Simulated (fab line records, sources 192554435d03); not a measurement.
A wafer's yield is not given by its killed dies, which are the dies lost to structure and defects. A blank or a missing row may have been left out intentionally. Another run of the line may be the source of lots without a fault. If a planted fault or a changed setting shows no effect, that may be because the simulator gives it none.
A single fault, viewed from 3 desks	flow n5_finfet	only its own numbers are on each desk; what lay behind them is given at the end

AT THE METROLOGY DESK
What the gauges read for every lot (on any tool): the sampled wafers with a number, averaged. Marked OUT: a lot whose mean sits more than 4 standard deviations from the usual mean, which makes it out of limits; the brackets give that distance. Readings shown: 7 out of 11 (the first out of limits, and those lying furthest out on some lot).
Columns: A = cd_nm at N5_BEOL_M1_CD_MEAS_28, usual 23.92 nm; B = IOFF_P at N5_BEOL_M4_RC_MEAS_101, usual 0.21 nA/um; C = ION_N at N5_BEOL_M4_RC_MEAS_101, usual 673 uA/um; D = ION_P at N5_BEOL_M4_RC_MEAS_101, usual 461 uA/um; E = SS_P at N5_BEOL_M4_RC_MEAS_101, usual 73.3 mV/dec; F = VT_N at N5_BEOL_M4_RC_MEAS_101, usual 250 mV; G = VT_P at N5_BEOL_M4_RC_MEAS_101, usual -251 mV
lot	first seen here	A	B	C	D	E	F	G
L164	day 6 07:27	23.98	0.21	673	456	72.7	249	-250
L166	day 6 13:04	23.83	0.19	656	452	73.5	252	-251
L171	day 8 02:01	24.22	0.22	675	458	72.7	247	-250
L172	day 8 04:46	24.20	0.24	666	464	73.7	251	-248
L173	day 8 05:12	24.05	0.26	685	475	73.8	250	-244
L176	day 9 03:23	23.69	0.24	690	470	73.1	246	-248
L180	day 10 01:05	25.50 (+7.2) OUT	0.16	668	453	72.4	253	-256
L181	day 10 12:33	25.06 (+5.2) OUT	0.16	674	452	73.1	250	-259
L182	day 10 18:55	24.12	0.20	673	459	72.8	251	-255
This desk's finding: out of limits on L180, L181; first on L180, day 10 01:05 (cd_nm at N5_BEOL_M1_CD_MEAS_28). L164, L166, L171, L172, L173, L176, L182: within limits.

TOOL OWNER'S DESK, euv_scanner-01
The tool's own readings at N5_BEOL_M1_EXPOSE_25 (exposes mask V0, defocus 5 nm, target cd 24 nm): means of the sampled wafers that have a number, for each lot that ran on this tool. Marked OUT: a lot whose mean sits more than 4 standard deviations from the usual mean, which makes it out of limits; the brackets give that distance.
Columns: A = exposure_dose_mJ_cm2 at N5_BEOL_M1_EXPOSE_25, usual 63.02
lot	first seen here	A
L172	day 8 04:38	62.96
L173	day 8 05:04	62.94
L180	day 10 00:56	67.63 (+62) OUT
L181	day 10 12:26	67.65 (+62) OUT
This desk's finding: out of limits on L180, L181; first on L180, day 10 00:56 (exposure_dose_mJ_cm2 at N5_BEOL_M1_EXPOSE_25). L172, L173: within limits.

THE DEFECT DESK
What the inspections along the route counted, lot by lot: means of the sampled wafers that have a number. Marked OUT: a lot whose mean sits more than 4 standard deviations from the usual mean, which makes it out of limits; the brackets give that distance.
Columns: A = raw_defect_count at N5_BEOL_M1_INSPECT_13, usual 437
lot	first seen here	A
L164	day 6 06:40	510
L166	day 6 12:17	597
L171	day 8 01:13	298
L172	day 8 03:50	418
L173	day 8 04:16	417
L176	day 9 02:28	467
L180	day 10 00:08	385
L181	day 10 11:45	452
L182	day 10 18:00	519
This desk's verdict: no lot among the 9 shows anything out of limits.

PUT TOGETHER
The tool owner's desk had the chance to raise an alarm at day 10 00:56 on L180, L181.
L180, L181 would have let the metrology desk raise an alarm at day 10 01:05.
No out-of-limits result turned up at the defect desk.
The defect desk has L180, L181 on record, within its limits.
On euv_scanner-01, each named lot ran N5_BEOL_M1_EXPOSE_25.

WHAT THE SIMULATOR HAD INSERTED
Drift in process parameters on euv_scanner-01 at N5_BEOL_M1_EXPOSE_25, starting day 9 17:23. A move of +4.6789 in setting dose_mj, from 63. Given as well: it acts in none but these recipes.
Struck lots among those shown: L180, L181.
Fault start to first reading out of limits, in hours, per desk: tool owner, 8; metrology, 8.
